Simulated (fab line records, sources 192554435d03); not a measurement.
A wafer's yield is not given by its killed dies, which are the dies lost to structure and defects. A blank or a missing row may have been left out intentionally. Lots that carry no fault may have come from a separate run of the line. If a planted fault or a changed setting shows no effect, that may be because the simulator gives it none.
Check for tools in common / flow n5-finfet / 24 wafers sampled across 8 lots

## REASON FOR OPENING
At N5_STI_FIN_REVEAL_FIN_H_MEAS_10 the reading trench-depth-nm is flagged on 2 of 8 lots. Wafers without a fault read 52.0 nm, standard deviation 0.5.
Rule: a lot is flagged in two cases, either no wafer of it has a number, or all its wafers with numbers fall more than 4 standard deviations from that mean. The other lots count as sound.

lot=L643; measured=day 4 19:00; on=ocd-02; trench-depth-nm (nm), wafer by wafer=57.6 57.6 58.3; flag=FLAGGED
lot=L645; measured=day 5 08:20; on=ocd-02; trench-depth-nm (nm), wafer by wafer=57.5 58.7 57.9; flag=FLAGGED
lot=L646; measured=day 5 13:13; on=ocd-01; trench-depth-nm (nm), wafer by wafer=51.7 52.2 52.5; flag=
lot=L649; measured=day 6 07:52; on=ocd-02; trench-depth-nm (nm), wafer by wafer=51.8 52.1 51.3; flag=
lot=L650; measured=day 6 15:33; on=ocd-01; trench-depth-nm (nm), wafer by wafer=52.0 52.3 51.7; flag=
lot=L655; measured=day 7 21:52; on=ocd-01; trench-depth-nm (nm), wafer by wafer=51.3 50.8 52.1; flag=
lot=L656; measured=day 8 03:35; on=ocd-02; trench-depth-nm (nm), wafer by wafer=51.6 51.6 51.0; flag=
lot=L657; measured=day 8 06:24; on=ocd-02; trench-depth-nm (nm), wafer by wafer=51.6 51.4 52.0; flag=
On average the flagged lots' numbers are 57.9 nm, which is +5.9 nm against the usual, or +12 standard deviations.

## TOOL THAT RAN EACH LOT
3 process steps preceding the reading are held in the record, out of 1938 steps in the route. Read each cell as the tool, then ch plus the chambers that the sampled wafers visited, then the start.
lot=L643; flag=FLAGGED; N5_STI_FIN_REVEAL_ETCHBACK_08=rie-diel-05 ch 0,2, day 4 16:01; N5_STI_FIN_REVEAL_STRIP_24=rie-diel-05 ch 0,2, day 4 16:03; N5_STI_FIN_REVEAL_ETCH_34=rie-si-03 ch 0,2, day 4 18:23
lot=L645; flag=FLAGGED; N5_STI_FIN_REVEAL_ETCHBACK_08=rie-diel-05 ch 0,2,3, day 5 05:11; N5_STI_FIN_REVEAL_STRIP_24=rie-diel-05 ch 0,2,3, day 5 05:13; N5_STI_FIN_REVEAL_ETCH_34=rie-si-04 ch 0,1, day 5 07:38
lot=L646; flag=; N5_STI_FIN_REVEAL_ETCHBACK_08=rie-diel-01 ch 0,1,3, day 5 10:16; N5_STI_FIN_REVEAL_STRIP_24=rie-diel-01 ch 0,1,3, day 5 10:18; N5_STI_FIN_REVEAL_ETCH_34=rie-si-06 ch 2,3, day 5 12:36
lot=L649; flag=; N5_STI_FIN_REVEAL_ETCHBACK_08=rie-diel-01 ch 2,3, day 6 04:55; N5_STI_FIN_REVEAL_STRIP_24=rie-diel-01 ch 2,3, day 6 04:57; N5_STI_FIN_REVEAL_ETCH_34=rie-si-03 ch 2,3, day 6 07:16
lot=L650; flag=; N5_STI_FIN_REVEAL_ETCHBACK_08=rie-diel-02 ch 0,1,2, day 6 12:35; N5_STI_FIN_REVEAL_STRIP_24=rie-diel-02 ch 0,1,2, day 6 12:38; N5_STI_FIN_REVEAL_ETCH_34=rie-si-03 ch 0,2,3, day 6 14:56
lot=L655; flag=; N5_STI_FIN_REVEAL_ETCHBACK_08=rie-diel-05 ch 2,3, day 7 18:55; N5_STI_FIN_REVEAL_STRIP_24=rie-diel-05 ch 2,3, day 7 18:57; N5_STI_FIN_REVEAL_ETCH_34=rie-si-03 ch 0,1,3, day 7 21:15
lot=L656; flag=; N5_STI_FIN_REVEAL_ETCHBACK_08=rie-diel-02 ch 1,2, day 8 00:38; N5_STI_FIN_REVEAL_STRIP_24=rie-diel-02 ch 1,2, day 8 00:40; N5_STI_FIN_REVEAL_ETCH_34=rie-si-04 ch 2,3, day 8 02:58
lot=L657; flag=; N5_STI_FIN_REVEAL_ETCHBACK_08=rie-diel-05 ch 0,1,2, day 8 03:19; N5_STI_FIN_REVEAL_STRIP_24=rie-diel-05 ch 0,1,2, day 8 03:22; N5_STI_FIN_REVEAL_ETCH_34=rie-si-03 ch 2,3, day 8 05:44
What these steps do:
- N5_STI_FIN_REVEAL_ETCHBACK_08: etches SiO2 in C4F6/O2, target depth 30.5 nm, time 10.167 s.
- N5_STI_FIN_REVEAL_STRIP_24: strips in N2/H2, time 90 s.
- N5_STI_FIN_REVEAL_ETCH_34: etches Si in H2, material Si, target depth 0.97 nm.
- N5_STI_FIN_REVEAL_FIN_H_MEAS_10

## FLAGGED OVER TOTAL, TOOL BY TOOL (the gauges that took the reading come last)
step=N5_STI_FIN_REVEAL_ETCHBACK_08; tool=rie-diel-01; lots run=2; flagged=0; share of the flagged lots=none; sound lots run after its first flagged lot=-
step=N5_STI_FIN_REVEAL_ETCHBACK_08; tool=rie-diel-02; lots run=2; flagged=0; share of the flagged lots=none; sound lots run after its first flagged lot=-
step=N5_STI_FIN_REVEAL_ETCHBACK_08; tool=rie-diel-05; lots run=4; flagged=2; share of the flagged lots=all; sound lots run after its first flagged lot=2 (L655,L657)
step=N5_STI_FIN_REVEAL_STRIP_24; tool=rie-diel-01; lots run=2; flagged=0; share of the flagged lots=none; sound lots run after its first flagged lot=-
step=N5_STI_FIN_REVEAL_STRIP_24; tool=rie-diel-02; lots run=2; flagged=0; share of the flagged lots=none; sound lots run after its first flagged lot=-
step=N5_STI_FIN_REVEAL_STRIP_24; tool=rie-diel-05; lots run=4; flagged=2; share of the flagged lots=all; sound lots run after its first flagged lot=2 (L655,L657)
step=N5_STI_FIN_REVEAL_ETCH_34; tool=rie-si-03; lots run=5; flagged=1; share of the flagged lots=some; sound lots run after its first flagged lot=4 (L649,L650,L655,L657)
step=N5_STI_FIN_REVEAL_ETCH_34; tool=rie-si-04; lots run=2; flagged=1; share of the flagged lots=some; sound lots run after its first flagged lot=1 (L656)
step=N5_STI_FIN_REVEAL_ETCH_34; tool=rie-si-06; lots run=1; flagged=0; share of the flagged lots=none; sound lots run after its first flagged lot=-
step=N5_STI_FIN_REVEAL_FIN_H_MEAS_10; tool=ocd-01; lots run=3; flagged=0; share of the flagged lots=none; sound lots run after its first flagged lot=-
step=N5_STI_FIN_REVEAL_FIN_H_MEAS_10; tool=ocd-02; lots run=5; flagged=2; share of the flagged lots=all; sound lots run after its first flagged lot=3 (L649,L656,L657)

## WHAT IS ALLOWED BY THE TABLE
3 rows of the table ran every flagged lot: rie-diel-05 at N5_STI_FIN_REVEAL_ETCHBACK_08, rie-diel-05 at N5_STI_FIN_REVEAL_STRIP_24, ocd-02 at N5_STI_FIN_REVEAL_FIN_H_MEAS_10.
- rie-diel-05 at N5_STI_FIN_REVEAL_ETCHBACK_08 ran 4 lots, 2 of them flagged. After the first flagged lot (L655, L657), sound lots still ran on it; a lasting fault on the whole tool would not permit that.
- rie-diel-05 at N5_STI_FIN_REVEAL_STRIP_24 ran 4 lots, 2 of them flagged. After the first flagged lot (L655, L657), sound lots still ran on it; a lasting fault on the whole tool would not permit that.
- ocd-02 at N5_STI_FIN_REVEAL_FIN_H_MEAS_10 ran 5 lots, 2 of them flagged. After the first flagged lot (L649, L656, L657), sound lots still ran on it; a lasting fault on the whole tool would not permit that.
Every row of the table either missed a flagged lot or ran a sound lot after the first.

## WHAT WAS PUT IN BY THE SIMULATOR
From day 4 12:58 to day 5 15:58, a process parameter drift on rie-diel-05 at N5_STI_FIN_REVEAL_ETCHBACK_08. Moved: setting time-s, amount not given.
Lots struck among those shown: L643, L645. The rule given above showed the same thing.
